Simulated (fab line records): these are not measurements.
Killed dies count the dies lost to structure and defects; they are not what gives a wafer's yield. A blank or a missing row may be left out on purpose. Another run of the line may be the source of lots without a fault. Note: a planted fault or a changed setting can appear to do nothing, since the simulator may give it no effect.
Matching of chambers :: flow n5Finfet :: 4 sister chambers for N5_BEOL_M0_SAQP_DESCUM_45 on rieDiel-06
The step chemistry O2, time 7 s. 4 wafers are shown with their chamber, then 7 later ones without.

== WAFERS WITH THEIR CHAMBER ==
wafer: L074.2
chamber: 2
drypumpMotorCurrentA (A): 5.31

wafer: L087.6
chamber: 1
drypumpMotorCurrentA (A): 5.65

wafer: L090.4
chamber: 0
drypumpMotorCurrentA (A): 5.57

wafer: L091.5
chamber: 3
drypumpMotorCurrentA (A): 5.89

== WAFERS MISSING THEIR CHAMBER ==
wafer: L091.6
drypumpMotorCurrentA (A): 5.33

wafer: L094.1
drypumpMotorCurrentA (A): 5.63

wafer: L094.3
drypumpMotorCurrentA (A): 5.89

wafer: L094.5
drypumpMotorCurrentA (A): 5.86

wafer: L097.2
drypumpMotorCurrentA (A): 5.55

wafer: L097.3
drypumpMotorCurrentA (A): 5.85

wafer: L097.5
drypumpMotorCurrentA (A): 5.34

== CHAMBER TAKEN BY EACH ==
wafer: L091.6
from the rows above: 2
in truth: 2

wafer: L094.1
from the rows above: can't be placed: 1 or 0
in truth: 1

wafer: L094.3
from the rows above: 3
in truth: 3

wafer: L094.5
from the rows above: 3
in truth: 3

wafer: L097.2
from the rows above: 0
in truth: 0

wafer: L097.3
from the rows above: 3
in truth: 3

wafer: L097.5
from the rows above: 2
in truth: 2
Placed correctly: 6 of 7. Can't be placed from these rows: 1 (the true chamber is among the candidates in 1). Number placed wrongly: 0.
How it was worked out, from the rows above alone: a wafer's distance from a chamber is the root of the sum, over the readings, of the square of ((its reading less the chamber's mean) divided by the reading's scatter). The wafer belongs to the nearest chamber; if the next one is less than 2 further off, it can't be placed. A chamber's mean is the mean of its shown wafers. The scatter: with one shown wafer a chamber, the root of the mean of the squares of how far each hidden wafer lies from its nearest shown one.
